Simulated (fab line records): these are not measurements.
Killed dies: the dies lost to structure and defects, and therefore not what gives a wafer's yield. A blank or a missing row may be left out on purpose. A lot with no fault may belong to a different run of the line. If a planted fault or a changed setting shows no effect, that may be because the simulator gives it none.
Which of the tools did it? ; flow nand_harc ; 11 lots, 33 wafers sampled, at 5 steps of a route of 1159

WHAT THE GAUGES SHOWED, per wafer
NHARC_A_M1_THK_MEAS_24: measures by xrf.
lot;measured;on;thk_nm (nm)
L074;day 18 04:24;film_metro-02;154.9 154.8 153.5
L077;day 18 13:23;film_metro-02;155.8 153.8 152.2
L079;day 19 07:53;film_metro-02;153.9 152.2 152.6
L081;day 19 20:20;film_metro-01;153.2 152.7 155.2
L085;day 20 12:43;film_metro-02;150.7 154.1 155.4
L082;day 21 00:38;film_metro-01;151.7 151.9 153.4
L086;day 21 05:19;film_metro-02;156.3 155.1 155.4
L089;day 22 03:55;film_metro-02;156.0 157.0 155.3
L092;day 22 20:26;film_metro-01;155.2 156.6 155.2
L095;day 23 06:53;film_metro-02;155.8 153.9 154.1
L096;day 23 17:23;film_metro-01;152.3 152.9 153.7

EACH LOT AND THE TOOL THAT RAN IT (in order: tool; ch and the chambers of the sampled wafers; start)
lot;NHARC_A_CONTACT_ETCH_110;NHARC_A_CONTACT_STRIP_26;NHARC_A_M0_ETCH_15;NHARC_A_M1_ETCH_35
L074;rie_diel-01 ch 0,1,3, day 17 05:52;rie_diel-01 ch 0,1,3, day 18 02:04 or earlier;rie_diel-10 ch 1,2, day 18 02:04 or earlier;rie_diel-13 ch 0,2,3, day 18 02:04
L077;rie_diel-01 ch 0,1,3, day 17 20:35;rie_diel-01 ch 0,3, day 18 11:01 or earlier;rie_diel-02 ch 2,3, day 18 11:01 or earlier;rie_diel-12 ch 2,3, day 18 11:01
L079;rie_diel-09 ch 0,1,3, day 18 12:40;rie_diel-09 ch 0,2, day 19 05:25 or earlier;rie_diel-07 ch 0,1,2, day 19 05:25 or earlier;rie_diel-12 ch 1,2,3, day 19 05:25
L081;rie_diel-01 ch 0,1,3, day 19 02:23;rie_diel-01 ch 0,2,3, day 19 17:12 or earlier;rie_diel-02 ch 0,2,3, day 19 17:12 or earlier;rie_diel-12 ch 0,2,3, day 19 17:12
L085;rie_diel-03 ch 0,1,3, day 19 21:28;rie_diel-03 ch 0,1, day 20 10:22 or earlier;rie_diel-10 ch 0,1,3, day 20 10:22 or earlier;rie_diel-13 ch 2,3, day 20 10:22
L082;rie_diel-01 ch 0,2,3, day 19 22:46;rie_diel-01 ch 2,3, day 20 22:11 or earlier;rie_diel-07 ch 0,2,3, day 20 22:11 or earlier;rie_diel-13 ch 1,2,3, day 20 22:11
L086;rie_diel-09 ch 1,2,3, day 20 12:44;rie_diel-09 ch 0,1, day 21 02:58 or earlier;rie_diel-07 ch 0,3, day 21 02:58 or earlier;rie_diel-12 ch 1,2, day 21 02:58
L089;rie_diel-03 ch 0,1, day 21 02:20;rie_diel-03 ch 0,1,2, day 22 01:25 or earlier;rie_diel-02 ch 1,2,3, day 22 01:25 or earlier;rie_diel-13 ch 1,3, day 22 01:25
L092;rie_diel-01 ch 0,1,3, day 22 00:01;rie_diel-01 ch 1,2,3, day 22 18:06 or earlier;rie_diel-10 ch 0,2,3, day 22 18:06 or earlier;rie_diel-06 ch 1,2,3, day 22 18:06
L095;rie_diel-03 ch 1,3, day 22 15:47;rie_diel-03 ch 0,1,3, day 23 03:55 or earlier;rie_diel-02 ch 0,3, day 23 03:55 or earlier;rie_diel-13 ch 0,1,2, day 23 03:55
L096;rie_diel-01 ch 0,1,3, day 22 23:37;rie_diel-01 ch 0,1,3, day 23 15:01 or earlier;rie_diel-02 ch 1,2, day 23 15:01 or earlier;rie_diel-12 ch 1,2,3, day 23 15:01
- NHARC_A_CONTACT_ETCH_110: etches the open film in CF4/O2, target depth 50 nm, overetch 5 nm, time 27.5 s.
- NHARC_A_CONTACT_STRIP_26: strips in O2.
- NHARC_A_M0_ETCH_15: etches the open film in C4F8/Ar, target depth 150 nm, overetch 15 nm, time 82.5 s.
- NHARC_A_M1_ETCH_35: etches the open film in N2/H2, target depth 40 nm, overetch 12 nm, time 43.94 s.

THE ANSWER, worked out from the rows above alone
Rule: usual is defined by the lots themselves. The widest of any qualifying gaps counts: lots, ordered by their means at a reading, are off when they make up no more than a third of the lots, leave a main group of 4 or more, and stand apart from it by 3 or more times the standard deviation of that group's means. A main group whose means are all the same, to the digits that the tables above print for the reading, isn't used. Also off: a lot with no number at a reading for which 4 or more lots have one. All remaining lots with rows at the step are treated as sound.
Nothing can be told from this: no lot is off at any reading shown.

WHAT HAD BEEN PUT IN BY THE SIMULATOR
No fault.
